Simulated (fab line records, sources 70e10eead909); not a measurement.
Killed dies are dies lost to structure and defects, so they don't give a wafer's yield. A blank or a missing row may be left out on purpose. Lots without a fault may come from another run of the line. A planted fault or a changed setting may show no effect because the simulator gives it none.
Chamber matching | flow nand_harc | NHARC_A_CONTACT_ETCH_110 on rie_diel-04: 4 sister chambers
The step etches the open film in CF4/O2, target depth 60 nm, overetch 6 nm, time 33 s. 22 wafers are shown with their chamber, then 10 later ones without.

WAFERS WITH THEIR CHAMBER
wafer  | chamber | drypump_motor_current_A (A) | showerhead_plenum_p_Torr (Torr) | oes_product_au (a.u.)
L315.2 | 0       | 5.5                         | 1.30                            | 1.008
L315.3 | 3       | 5.7                         | 1.33                            | 0.993
L315.4 | 3       | 5.7                         | 1.32                            | 0.999
L318.2 | 3       | 5.7                         | 1.32                            | 0.986
L318.3 | 2       | 5.7                         | 1.32                            | 1.010
L318.6 | 1       | 5.2                         | 1.26                            | 0.993
L320.3 | 3       | 5.7                         | 1.32                            | 0.990
L320.5 | 1       | 5.2                         | 1.26                            | 0.981
L320.6 | 2       | 5.7                         | 1.32                            | 1.017
L322.1 | 0       | 5.4                         | 1.30                            | 0.994
L322.3 | 1       | 5.2                         | 1.26                            | 0.983
L322.5 | 0       | 5.4                         | 1.30                            | 0.989
L324.3 | 0       | 5.5                         | 1.30                            | 0.994
L324.5 | 3       | 5.7                         | 1.32                            | 1.004
L324.6 | 2       | 5.7                         | 1.32                            | 1.020
L326.2 | 2       | 5.7                         | 1.32                            | 1.004
L326.3 | 0       | 5.5                         | 1.30                            | 0.984
L326.6 | 1       | 5.2                         | 1.26                            | 1.001
L329.1 | 3       | 5.7                         | 1.32                            | 1.004
L329.3 | 1       | 5.2                         | 1.26                            | 1.001
L329.4 | 0       | 5.5                         | 1.29                            | 1.005
L327.1 | 1       | 5.2                         | 1.26                            | 0.996

SIGNATURES (means of the wafers above)
reading                  | chamber 0 | chamber 1 | chamber 2 | chamber 3 | scatter within a chamber
drypump_motor_current_A  | 5.467     | 5.200     | 5.700     | 5.700     | 0.0272
showerhead_plenum_p_Torr | 1.2983    | 1.2600    | 1.3200    | 1.3217    | 0.00304
oes_product_au           | 0.99567   | 0.99250   | 1.01275   | 0.99600   | 0.00831
Rule: a wafer's distance from a chamber is the root of the sum, over the readings, of the square of ((its reading less the chamber's mean) divided by the reading's scatter). The wafer belongs to the nearest chamber; if the next one is less than 2 further off, it can't be placed. The scatter: the root of (the sum of the squares of (reading less its chamber's mean) over the shown wafers, divided by (wafers less chambers)).

WAFERS WITHOUT THEIR CHAMBER
wafer  | drypump_motor_current_A (A) | showerhead_plenum_p_Torr (Torr) | oes_product_au (a.u.)
L327.5 | 5.7                         | 1.31                            | 1.010
L327.6 | 5.2                         | 1.26                            | 1.004
L328.4 | 5.2                         | 1.26                            | 1.001
L328.5 | 5.2                         | 1.26                            | 1.005
L328.6 | 5.4                         | 1.30                            | 1.006
L332.1 | 5.2                         | 1.25                            | 0.991
L332.6 | 5.7                         | 1.31                            | 1.020
L337.2 | 5.7                         | 1.31                            | 1.001
L337.4 | 5.7                         | 1.32                            | 1.004
L337.5 | 5.4                         | 1.29                            | 1.000

WHICH CHAMBER EACH WENT THROUGH
wafer  | from the rows above     | in truth
L327.5 | can't be placed: 2 or 3 | 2
L327.6 | 1                       | 1
L328.4 | 1                       | 1
L328.5 | 1                       | 1
L328.6 | 0                       | 0
L332.1 | 1                       | 1
L332.6 | can't be placed: 2 or 3 | 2
L337.2 | can't be placed: 2 or 3 | 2
L337.4 | can't be placed: 2 or 3 | 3
L337.5 | 0                       | 0
Placed correctly: 6 of 10. Can't be placed from these rows: 4 (the true chamber is among the candidates in 4). Placed wrongly: 0.
